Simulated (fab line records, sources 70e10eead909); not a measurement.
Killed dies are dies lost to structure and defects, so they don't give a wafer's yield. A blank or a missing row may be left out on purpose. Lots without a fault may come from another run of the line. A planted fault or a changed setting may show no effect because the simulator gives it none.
Chamber matching | flow nand_harc | NHARC_P_CONTACT_ALD_22 on ald_metal-01: 4 sister chambers
The step deposits TiN, target thk 3 nm, pulse time 1 s, ald cycles 150. 14 wafers are shown with their chamber, then 7 later ones without.

WAFERS WITH THEIR CHAMBER
wafer  | chamber | heater_power_w (W) | precursor_pulse_height_rel
L662.1 | 1       | 1209               | 0.957
L662.5 | 2       | 1113               | 1.024
L662.6 | 3       | 1061               | 1.000
L675.1 | 0       | 1034               | 0.997
L675.2 | 3       | 1041               | 1.009
L675.4 | 3       | 1029               | 0.979
L676.1 | 2       | 1110               | 0.971
L676.3 | 0       | 1011               | 1.004
L676.4 | 2       | 1112               | 1.019
L677.1 | 1       | 1280               | 1.015
L677.5 | 0       | 1015               | 0.997
L677.6 | 2       | 1106               | 0.974
L678.1 | 2       | 1104               | 0.969
L678.2 | 0       | 1024               | 0.985

SIGNATURES (means of the wafers above)
reading                    | chamber 0 | chamber 1 | chamber 2 | chamber 3 | scatter within a chamber
heater_power_w             | 1021.00   | 1244.50   | 1109.00   | 1043.67   | 18.5
precursor_pulse_height_rel | 0.99575   | 0.98600   | 0.99140   | 0.99600   | 0.0232
Rule: a wafer's distance from a chamber is the root of the sum, over the readings, of the square of ((its reading less the chamber's mean) divided by the reading's scatter). The wafer belongs to the nearest chamber; if the next one is less than 2 further off, it can't be placed. The scatter: the root of (the sum of the squares of (reading less its chamber's mean) over the shown wafers, divided by (wafers less chambers)).

WAFERS WITHOUT THEIR CHAMBER
wafer  | heater_power_w (W) | precursor_pulse_height_rel
L678.3 | 1278               | 1.009
L679.3 | 1005               | 1.007
L679.4 | 1216               | 1.026
L679.6 | 1095               | 1.021
L681.2 | 1134               | 0.993
L681.4 | 1256               | 1.011
L681.5 | 1260               | 0.979

WHICH CHAMBER EACH WENT THROUGH
wafer  | from the rows above     | in truth
L678.3 | 1                       | 1
L679.3 | can't be placed: 0 or 3 | 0
L679.4 | 1                       | 1
L679.6 | can't be placed: 2 or 3 | 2
L681.2 | 2                       | 2
L681.4 | 1                       | 1
L681.5 | 1                       | 1
Placed correctly: 5 of 7. Can't be placed from these rows: 2 (the true chamber is among the candidates in 2). Placed wrongly: 0.
